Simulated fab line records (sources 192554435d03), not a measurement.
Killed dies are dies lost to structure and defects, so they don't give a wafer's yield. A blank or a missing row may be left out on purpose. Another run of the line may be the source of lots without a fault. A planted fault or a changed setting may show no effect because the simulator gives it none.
Split-lot trial / flow n5_finfet / route with 1938 steps; 7 lots, 21 wafers read

## THE SPLIT ITSELF
At N5_BEOL_M13_COAT_58 (time 60 s, resist thk 89 nm), the setting spin_rpm was moved away from the recipe's 1500 rpm on 7 of the 21 wafers read, by -8.3% to +8.5%. For the rest of the wafers, this setting stayed at what the recipe calls for.

## FROM THE SPLIT TO THE READING: what the file shows between them, 3 steps
- N5_BEOL_M13_COAT_04: resist thk 400 nm
- N5_BEOL_M13_EBR_06
- N5_BEOL_M13_DESCUM_15: chemistry O2, time 7.9 s

## THE READING
etch.depth_nm (the simulator's own value, which no gauge read), in nm, at N5_BEOL_M13_ETCH_59 (etches BARC in N2/H2, target depth 89 nm, overetch 26.7 nm, time 67.9 s). The file gives no usual value for it. Across the 14 wafers here that went through the recipe, the average is 89.02 nm and the standard deviation 0.13 nm.

wafer=L079.2; tool, chamber at the split=litho_track-03, 0; spin_rpm as run, rpm=1500; against the recipe=recipe; etch.depth_nm, nm=89.09; against lot-mates on the recipe=-
wafer=L079.4; tool, chamber at the split=litho_track-03, 0; spin_rpm as run, rpm=1500; against the recipe=recipe; etch.depth_nm, nm=89.01; against lot-mates on the recipe=-
wafer=L079.5; tool, chamber at the split=litho_track-03, 0; spin_rpm as run, rpm=1500; against the recipe=recipe; etch.depth_nm, nm=89.02; against lot-mates on the recipe=-
wafer=L083.1; tool, chamber at the split=litho_track-01, 0; spin_rpm as run, rpm=1376; against the recipe=-8.3%; etch.depth_nm, nm=92.4; against lot-mates on the recipe=no lot-mate on the recipe
wafer=L083.3; tool, chamber at the split=litho_track-01, 0; spin_rpm as run, rpm=1376; against the recipe=-8.3%; etch.depth_nm, nm=92.84; against lot-mates on the recipe=no lot-mate on the recipe
wafer=L083.5; tool, chamber at the split=litho_track-01, 0; spin_rpm as run, rpm=1376; against the recipe=-8.3%; etch.depth_nm, nm=92.52; against lot-mates on the recipe=no lot-mate on the recipe
wafer=L084.4; tool, chamber at the split=litho_track-01, 0; spin_rpm as run, rpm=1500; against the recipe=recipe; etch.depth_nm, nm=89.21; against lot-mates on the recipe=-
wafer=L084.5; tool, chamber at the split=litho_track-01, 0; spin_rpm as run, rpm=1500; against the recipe=recipe; etch.depth_nm, nm=88.91; against lot-mates on the recipe=-
wafer=L084.6; tool, chamber at the split=litho_track-01, 0; spin_rpm as run, rpm=1500; against the recipe=recipe; etch.depth_nm, nm=88.97; against lot-mates on the recipe=-
wafer=L088.4; tool, chamber at the split=litho_track-03, 0; spin_rpm as run, rpm=1500; against the recipe=recipe; etch.depth_nm, nm=89.17; against lot-mates on the recipe=-
wafer=L088.5; tool, chamber at the split=litho_track-03, 0; spin_rpm as run, rpm=1628; against the recipe=+8.5%; etch.depth_nm, nm=85.52; against lot-mates on the recipe=-3.48
wafer=L088.6; tool, chamber at the split=litho_track-03, 0; spin_rpm as run, rpm=1500; against the recipe=recipe; etch.depth_nm, nm=88.84; against lot-mates on the recipe=-
wafer=L093.2; tool, chamber at the split=litho_track-05, 0; spin_rpm as run, rpm=1500; against the recipe=recipe; etch.depth_nm, nm=88.89; against lot-mates on the recipe=-
wafer=L093.5; tool, chamber at the split=litho_track-05, 0; spin_rpm as run, rpm=1602; against the recipe=+6.8%; etch.depth_nm, nm=85.95; against lot-mates on the recipe=-3.05
wafer=L093.6; tool, chamber at the split=litho_track-05, 0; spin_rpm as run, rpm=1500; against the recipe=recipe; etch.depth_nm, nm=89.1; against lot-mates on the recipe=-
wafer=L095.2; tool, chamber at the split=litho_track-05, 0; spin_rpm as run, rpm=1500; against the recipe=recipe; etch.depth_nm, nm=89.13; against lot-mates on the recipe=-
wafer=L095.4; tool, chamber at the split=litho_track-05, 0; spin_rpm as run, rpm=1500; against the recipe=recipe; etch.depth_nm, nm=88.8; against lot-mates on the recipe=-
wafer=L095.6; tool, chamber at the split=litho_track-05, 0; spin_rpm as run, rpm=1500; against the recipe=recipe; etch.depth_nm, nm=89.22; against lot-mates on the recipe=-
wafer=L097.1; tool, chamber at the split=litho_track-03, 0; spin_rpm as run, rpm=1606; against the recipe=+7.1%; etch.depth_nm, nm=85.91; against lot-mates on the recipe=-3.01
wafer=L097.4; tool, chamber at the split=litho_track-03, 0; spin_rpm as run, rpm=1500; against the recipe=recipe; etch.depth_nm, nm=88.92; against lot-mates on the recipe=-
wafer=L097.6; tool, chamber at the split=litho_track-03, 0; spin_rpm as run, rpm=1606; against the recipe=+7.1%; etch.depth_nm, nm=86.1; against lot-mates on the recipe=-2.82

THE FIT
A straight line over all 21 wafers: etch.depth_nm changes by -0.429 nm for each +1% of spin_rpm; r = -1.00; the points scatter about the line by 0.15 nm.
The same after taking each lot's own level away (the mean of its wafers on the recipe; 18 wafers): -0.418 nm for each +1%; r = -1.00; scatter 0.14 nm.
According to that fit, moving spin_rpm by its largest amount changes the reading by 3.6 nm.
Across the lots, their own levels run from 88.920 to 89.050 nm, a range of 1.0 times the standard deviation given above.
So the lot-to-lot level changes the slope little: the two slopes agree.
Check: for one of the wafers moved furthest among these (+8.5%), held out of the fit, the line's prediction against its lot-mates is -3.62 nm. Against them it came out at -3.48 nm.

## ADDITIONAL SPLITS CARRIED BY THESE WAFERS
These wafers also went through other splits before the reading. Each is held against what the fit with the lots' levels taken away leaves over:
other split on the same wafers=N5_BEOL_M10_COAT_22 spin_rpm; wafers away from the commonest value=8; r with etch.depth_nm (lot level and that fit taken away)=-0.09
other split on the same wafers=N5_BEOL_M11_COAT_05 spin_rpm; wafers away from the commonest value=3; r with etch.depth_nm (lot level and that fit taken away)=+0.09
other split on the same wafers=N5_BEOL_M11_TRENCH_ETCH_37 bias_w; wafers away from the commonest value=4; r with etch.depth_nm (lot level and that fit taken away)=-0.21

## THE WHOLE CHAIN: every reading that the file lists as answering this split, in the file's order
step=N5_BEOL_M13_COAT_58; what it does=time 60 s, resist thk 89 nm; reading=BARC_of_BEOL_M13_COAT_58.thk_nm (the simulator's own value, which no gauge read); change (the file's fit)=-0.418 nm for each +1% of the setting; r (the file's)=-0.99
step=N5_BEOL_M13_ETCH_59; what it does=etches BARC in N2/H2, target depth 89 nm, overetch 26.7 nm, time 67.9 s; reading=etch.depth_nm (the simulator's own value, which no gauge read); change (the file's fit)=-0.42 nm for each +1% of the setting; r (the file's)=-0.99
step=N5_BEOL_M13_STRIP_64; what it does=strips in N2/H2; reading=strip_time_to_endpoint_s; change (the file's fit)=withheld for each +1% of the setting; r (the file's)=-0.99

## FILE'S OWN FIT
etch.depth_nm changes by -0.42 nm for each +1% of spin_rpm, r = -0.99.
